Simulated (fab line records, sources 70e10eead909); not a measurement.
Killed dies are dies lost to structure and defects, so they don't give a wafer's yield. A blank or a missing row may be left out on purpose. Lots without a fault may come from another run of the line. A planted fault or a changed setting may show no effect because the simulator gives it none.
Which tool did it? | flow nand_harc | 11 lots, 33 wafers sampled, at 5 steps of a route of 1159

WHAT THE GAUGES READ, wafer by wafer
NHARC_END_SORT_01.
lot  | measured     | on        | killed_at_array
L204 | day 22 01:23 | prober-02 | 24 440 23

WHICH TOOL RAN EACH LOT (tool, then ch and the chambers of the sampled wafers, then the start)
lot  | NHARC_A_STAIRCASE_ETCH_27                     | NHARC_A_STAIRCASE_TRIM_200                    | NHARC_A_STAIRCASE_ETCH_201         | NHARC_A_STAIRCASE_TRIM_202
L191 | rie_diel-04 ch 0,1,3, day 11 01:49 or earlier | rie_diel-09 ch 1,2, day 11 01:49 or earlier   | rie_diel-09 ch 2,3, day 11 01:49   | rie_diel-09 ch 1,3, no start
L193 | rie_diel-11 ch 0,2,3, day 11 01:49 or earlier | rie_diel-11 ch 0,3, day 11 01:49 or earlier   | rie_diel-11 ch 0,1, day 11 01:49   | rie_diel-11 ch 1,2,3, no start
L192 | rie_diel-09 ch 0,2, day 11 12:51 or earlier   | rie_diel-09 ch 0,1,3, day 11 12:51 or earlier | rie_diel-09 ch 1,2,3, day 11 12:51 | rie_diel-09 ch 0,2, no start
L195 | rie_diel-04 ch 2,3, day 11 21:46 or earlier   | rie_diel-11 ch 1,2,3, day 11 21:46 or earlier | rie_diel-11 ch 0,1,3, day 11 21:46 | rie_diel-11 ch 0,1, no start
L194 | rie_diel-11 ch 1,2,3, day 11 21:48 or earlier | rie_diel-04 ch 2,3, day 11 21:48 or earlier   | rie_diel-04 ch 0,2, day 11 21:48   | rie_diel-04 ch 1,3, no start
L201 | rie_diel-09 ch 1,2,3, day 13 07:38 or earlier | rie_diel-09 ch 1,2,3, day 13 07:38 or earlier | rie_diel-09 ch 1,2,3, day 13 07:38 | rie_diel-09 ch 0,1,3, no start
L204 | rie_diel-04 ch 0,1,3, day 14 01:14 or earlier | rie_diel-04 ch 0,1,3, day 14 01:14 or earlier | rie_diel-04 ch 0,2,3, day 14 01:14 | rie_diel-04 ch 0,2,3, day 22 01:23 or earlier
L207 | rie_diel-11 ch 0,2,3, day 14 23:02 or earlier | rie_diel-09 ch 1,2, day 14 23:02 or earlier   | rie_diel-09 ch 1,2,3, day 14 23:02 | rie_diel-09 ch 0,1,2, no start
L210 | rie_diel-11 ch 0,2,3, day 16 01:21 or earlier | rie_diel-09 ch 1,2,3, day 16 01:21 or earlier | rie_diel-09 ch 1,3, day 16 01:21   | rie_diel-09 ch 1,2,3, no start
L213 | rie_diel-04 ch 0,3, day 16 08:08 or earlier   | rie_diel-04 ch 0,1,2, day 16 08:08            | rie_diel-09 ch 1,2, day 16 08:18   | rie_diel-09 ch 0,1,2, no start
L214 | rie_diel-04 ch 0,1,2, day 16 11:46 or earlier | rie_diel-09 ch 0,2,3, day 16 11:46 or earlier | rie_diel-09 ch 1,2,3, day 16 11:46 | rie_diel-09 ch 0,2,3, no start
- NHARC_A_STAIRCASE_ETCH_27: etches the open film in C4F8/O2, target depth 100 nm, time 40.5 s.
- NHARC_A_STAIRCASE_TRIM_200: chemistry O2, time 211.2 s.
- NHARC_A_STAIRCASE_ETCH_201: etches the open film in C4F8/O2, target depth 100 nm, time 40.5 s.
- NHARC_A_STAIRCASE_TRIM_202: chemistry O2, time 211.2 s.

THE ANSWER, worked out from the rows above alone
Rule: what is usual is taken from the lots themselves. Put in order of their means at a reading, lots are off if they are a third of the lots or fewer, leave a main group of 4 or more, and stand apart from it by a gap of 3 or more times the standard deviation of the main group's means; of several such gaps the widest counts. A main group whose means are all the same, to the digits that the tables above print for the reading, isn't used. A lot without any number at a reading at which 4 lots or more have one is off too. The other lots that the step has rows for count as sound.
No lot is off at any reading shown: from this, nothing can be told.

WHAT THE SIMULATOR HAD PUT IN
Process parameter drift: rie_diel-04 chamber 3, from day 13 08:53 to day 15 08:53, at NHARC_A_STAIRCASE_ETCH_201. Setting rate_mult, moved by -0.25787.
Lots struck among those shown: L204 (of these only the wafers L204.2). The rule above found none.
